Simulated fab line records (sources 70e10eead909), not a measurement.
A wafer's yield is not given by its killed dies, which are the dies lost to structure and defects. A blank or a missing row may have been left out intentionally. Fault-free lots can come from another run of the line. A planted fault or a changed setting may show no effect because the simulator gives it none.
Chamber matching :: flow nandHarc :: NHARC_P_M2_DEP_33 on pecvd-02 has 3 sister chambers
The step deposits SiCN, target thk 30 nm. 3 wafers are shown with their chamber, then 12 later ones without.

== WAFERS, EACH WITH ITS CHAMBER ==
wafer: L085.2
chamber: 0
heaterPowerW (W): 758

wafer: L090.3
chamber: 1
heaterPowerW (W): 734

wafer: L090.6
chamber: 2
heaterPowerW (W): 432

== WAFERS WITH NO CHAMBER GIVEN ==
wafer: L093.1
heaterPowerW (W): 482

wafer: L093.3
heaterPowerW (W): 762

wafer: L093.5
heaterPowerW (W): 487

wafer: L094.3
heaterPowerW (W): 699

wafer: L094.4
heaterPowerW (W): 456

wafer: L094.5
heaterPowerW (W): 717

wafer: L095.1
heaterPowerW (W): 471

wafer: L095.4
heaterPowerW (W): 737

wafer: L095.5
heaterPowerW (W): 689

wafer: L097.1
heaterPowerW (W): 740

wafer: L097.4
heaterPowerW (W): 718

wafer: L097.5
heaterPowerW (W): 736

== THE CHAMBER EACH PASSED THROUGH ==
wafer: L093.1
from the rows above: 2
in truth: 2

wafer: L093.3
from the rows above: can't be placed: 0 or 1
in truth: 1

wafer: L093.5
from the rows above: 2
in truth: 2

wafer: L094.3
from the rows above: can't be placed: 1 or 0
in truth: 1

wafer: L094.4
from the rows above: 2
in truth: 2

wafer: L094.5
from the rows above: can't be placed: 1 or 0
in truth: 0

wafer: L095.1
from the rows above: 2
in truth: 2

wafer: L095.4
from the rows above: can't be placed: 1 or 0
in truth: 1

wafer: L095.5
from the rows above: can't be placed: 1 or 0
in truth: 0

wafer: L097.1
from the rows above: can't be placed: 1 or 0
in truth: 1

wafer: L097.4
from the rows above: can't be placed: 1 or 0
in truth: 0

wafer: L097.5
from the rows above: can't be placed: 1 or 0
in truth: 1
4 of 12 placed correctly. Cannot be placed on the basis of these rows: 8; the candidates contain the true chamber in 8. 0 placed wrongly.
How it was worked out, from the rows above alone: a wafer's distance from a chamber is the root of the sum, over the readings, of the square of ((its reading less the chamber's mean) divided by the reading's scatter). The wafer belongs to the nearest chamber; if the next one is less than 2 further off, it can't be placed. The mean given for a chamber averages the wafers shown for that chamber. The scatter: with one shown wafer a chamber, the root of the mean of the squares of how far each hidden wafer lies from its nearest shown one.
